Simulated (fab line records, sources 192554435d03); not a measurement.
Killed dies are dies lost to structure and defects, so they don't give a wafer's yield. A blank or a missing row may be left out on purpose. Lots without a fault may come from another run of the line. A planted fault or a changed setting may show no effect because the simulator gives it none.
Which tool did it? | flow n5_finfet | 9 lots, 27 wafers sampled, at 3 steps of a route of 1938

WHAT THE GAUGES READ, wafer by wafer
N5_BEOL_M11_INSPECT_30: inspects for defects (brightfield). Usual: raw_defect_count 391, standard deviation 100.
lot  | measured     | on                | raw_defect_count | flag
L483 | day 10 15:52 | defect_inspect-01 | 315 299 299      |
L484 | day 10 19:44 | defect_inspect-01 | 349 321 298      |
L486 | day 11 17:56 | defect_inspect-02 | 354 294 330      |
L489 | day 12 03:51 | defect_inspect-02 | 325 332 290      |
L493 | day 12 23:11 | defect_inspect-01 | 1349 1310 1353   | OFF
L498 | day 13 23:52 | defect_inspect-01 | 258 211 293      |
L497 | day 14 07:46 | defect_inspect-01 | 1311 1353 1310   | OFF
L501 | day 15 09:47 | defect_inspect-02 | 409 463 409      |
L503 | day 15 08:56 | defect_inspect-02 | 578 612 505      |

WHICH TOOL RAN EACH LOT (tool, then ch and the chambers of the sampled wafers, then the start)
lot  | N5_BEOL_M11_ETCH_61                | N5_BEOL_M11_HM_OPEN_17
L483 | rie_diel-05 ch 0,1,2, day 10 14:31 | rie_metal-01 ch 0,1, day 10 14:46
L484 | rie_diel-03 ch 1,2,3, day 10 18:37 | rie_metal-03 ch 0,1, day 10 18:52
L486 | rie_diel-01 ch 0,1, day 11 15:17   | rie_metal-03 ch 0,1, day 11 15:31
L489 | rie_diel-03 ch 1,2,3, day 12 00:33 | rie_metal-03 ch 0,1, day 12 00:47
L493 | rie_diel-03 ch 0,1, day 12 21:44   | rie_metal-03 ch 0,1, day 12 21:58
L498 | rie_diel-01 ch 0,1,2, day 13 22:25 | rie_metal-03 ch 0,1, day 13 22:39
L497 | rie_diel-03 ch 0,3, day 14 06:53   | rie_metal-03 ch 0,1, day 14 07:08
L501 | rie_diel-05 ch 0,1,2, day 15 06:12 | rie_metal-01 ch 1, day 15 06:26
L503 | rie_diel-01 ch 0,2,3, day 15 07:04 | rie_metal-01 ch 0,1, day 15 07:18
- N5_BEOL_M11_ETCH_61: etches SiARC in CF4, target depth 39 nm, time 65 s.
- N5_BEOL_M11_HM_OPEN_17: chemistry Cl2/BCl3, target TiN, target depth 20 nm, overetch 6 nm.

WHAT THE TOOLS THEMSELVES READ (means of the sampled wafers that have a number; where no wafer has one, the mark that the record gives instead)
N5_BEOL_M11_ETCH_61. Usual: drypump_motor_current_A 5.6 A, standard deviation 0.58; etch_rf_on_time_s 64.4 s, standard deviation 1.3; oes_product_au 0.68 a.u., standard deviation 0.084; rf_vpp_V 183.9 V, standard deviation 1.4; showerhead_plenum_p_Torr 2.13 Torr, standard deviation 0.087; throttle_valve_pct 15.54 %, standard deviation 0.18.
lot  | tool        | drypump_motor_current_A (A) | etch_rf_on_time_s (s) | oes_product_au (a.u.) | rf_vpp_V (V) | showerhead_plenum_p_Torr (Torr) | throttle_valve_pct (%) | flag
L483 | rie_diel-05 | 5.6                         | 65.4                  | 0.71                  | 183.5        | 2.08                            | 15.54                  |
L484 | rie_diel-03 | 5.2                         | 65.3                  | 0.63                  | 184.0        | 2.14                            | 15.53                  |
L486 | rie_diel-01 | 5.9                         | 62.7                  | 0.78                  | 185.2        | 2.23                            | 15.38                  |
L489 | rie_diel-03 | 5.3                         | 64.8                  | 0.63                  | 183.8        | 2.13                            | 15.54                  |
L493 | rie_diel-03 | 5.4                         | 63.7                  | 0.69                  | 185.7        | 2.20                            | 15.42                  |
L498 | rie_diel-01 | 6.1                         | 62.7                  | 0.72                  | 185.2        | 2.21                            | 15.62                  |
L497 | rie_diel-03 | 5.3                         | 64.7                  | 0.68                  | 183.0        | 2.05                            | 15.43                  |
L501 | rie_diel-05 | 5.6                         | 64.5                  | 0.68                  | 182.8        | 2.07                            | 15.61                  |
L503 | rie_diel-01 | 5.8                         | 63.3                  | 0.71                  | 183.9        | 2.18                            | 15.58                  |

N5_BEOL_M11_HM_OPEN_17. Usual: drypump_motor_current_A 5.7 A, standard deviation 0.44; oes_product_au 0.67 a.u., standard deviation 0.066; throttle_valve_pct 22.15 %, standard deviation 0.1.
lot  | tool         | drypump_motor_current_A (A) | oes_product_au (a.u.) | throttle_valve_pct (%) | flag
L483 | rie_metal-01 | 6.0                         | 0.67                  | 22.01                  |
L484 | rie_metal-03 | 5.7                         | 0.65                  | 22.16                  |
L486 | rie_metal-03 | 5.4                         | 0.70                  | 22.18                  |
L489 | rie_metal-03 | 5.4                         | 0.69                  | 22.20                  |
L493 | rie_metal-03 | 5.7                         | 0.64                  | 22.16                  |
L498 | rie_metal-03 | 5.7                         | 0.63                  | 22.17                  |
L497 | rie_metal-03 | 5.7                         | 0.63                  | 22.17                  |
L501 | rie_metal-01 | 5.3                         | 0.76                  | 22.07                  |
L503 | rie_metal-01 | 5.6                         | 0.71                  | 22.04                  |

THE ANSWER, worked out from the rows above alone
Rule: a lot is off if the mean of its wafers that have a number lies more than 3 standard deviations from the usual mean. A lot without any number at a reading at which 4 lots or more have one is off too. The other lots that the step has rows for count as sound. The gauges are gone through in route order, then the tools' own readings, and for those a lot's mean is taken as printed above. The first step at which some lot is off is used, and at that step the reading that is off furthest; a lot without a number counts as furthest.
Off: L493, L497, at N5_BEOL_M11_INSPECT_30 (raw_defect_count).
A tool fits if, at a process step before that reading, it ran every lot that is off, and no sound lot after the first of them. The gauges at N5_BEOL_M11_INSPECT_30 are tried like those tools. One fits: rie_diel-03 at N5_BEOL_M11_ETCH_61. Its last sound lot is L489 (day 12 00:33), its first lot that is off L493 (day 12 21:44): a fault that began between those two fits.

WHAT THE SIMULATOR HAD PUT IN
Chamber particle source: rie_diel-03, from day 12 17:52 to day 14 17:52, at N5_BEOL_M11_ETCH_61. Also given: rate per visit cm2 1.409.
Lots struck among those shown: L493, L497. The rule above found the same.
